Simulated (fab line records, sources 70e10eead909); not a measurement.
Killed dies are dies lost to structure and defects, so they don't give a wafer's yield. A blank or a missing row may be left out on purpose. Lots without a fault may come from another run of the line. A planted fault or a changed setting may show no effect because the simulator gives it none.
Which tool did it? | flow nand_harc | 24 lots, 72 wafers sampled, at 1 step of a route of 1302

WHAT THE GAUGES READ, wafer by wafer
NHARC_P_M1_INSPECT_27. Usual: raw_defect_count 291, standard deviation 110.
lot  | measured     | on                | raw_defect_count | flag
L074 | day 6 08:10  | defect_inspect-02 | 301 336 272      |
L075 | day 6 23:18  | defect_inspect-01 | 142 362 228      |
L076 | day 6 23:50  | defect_inspect-02 | 302 218 349      |
L077 | day 7 14:34  | defect_inspect-02 | 389 531 370      |
L078 | day 7 21:52  | defect_inspect-02 | 426 286 234      |
L079 | day 8 14:13  | defect_inspect-02 | 253 180 209      |
L080 | day 8 23:55  | defect_inspect-02 | 252 314 437      |
L081 | day 9 12:07  | defect_inspect-01 | 197 194 375      |
L082 | day 10 00:53 | defect_inspect-02 | 300 432 408      |
L083 | day 10 08:11 | defect_inspect-01 | 209 116 156      |
L084 | day 10 23:00 | defect_inspect-01 | 202 247 163      |
L086 | day 11 06:47 | defect_inspect-02 | 244 311 447      |
L085 | day 11 07:13 | defect_inspect-01 | 379 520 271      |
L087 | day 11 18:29 | defect_inspect-02 | 305 545 241      |
L088 | day 12 10:54 | defect_inspect-01 | 363 284 163      |
L089 | day 12 21:23 | defect_inspect-02 | 512 354 269      |
L090 | day 13 01:07 | defect_inspect-02 | 179 251 310      |
L091 | day 13 14:03 | defect_inspect-01 | 553 372 244      |
L092 | day 13 22:56 | defect_inspect-01 | 162 198 259      |
L093 | day 13 23:32 | defect_inspect-01 | 224 258 186      |
L094 | day 14 13:18 | defect_inspect-01 | 213 232 429      |
L095 | day 14 23:45 | defect_inspect-01 | 193 189 254      |
L096 | day 15 08:40 | defect_inspect-02 | 198 294 177      |
L097 | day 15 23:42 | defect_inspect-02 | 217 304 237      |

WHICH TOOL RAN EACH LOT (tool, then ch and the chambers of the sampled wafers, then the start)
The record holds no process step before these readings.

WHAT THE TOOLS THEMSELVES READ (means of the sampled wafers that have a number; where no wafer has one, the mark that the record gives instead)
The record holds no such reading with a usual standard deviation.

THE ANSWER, worked out from the rows above alone
Rule: a lot is off if the mean of its wafers that have a number lies more than 3 standard deviations from the usual mean. A lot without any number at a reading at which 4 lots or more have one is off too. The other lots that the step has rows for count as sound. The gauges are gone through in route order, then the tools' own readings, and for those a lot's mean is taken as printed above. The first step at which some lot is off is used, and at that step the reading that is off furthest; a lot without a number counts as furthest.
No lot is off at any reading shown: from this, nothing can be told.

WHAT THE SIMULATOR HAD PUT IN
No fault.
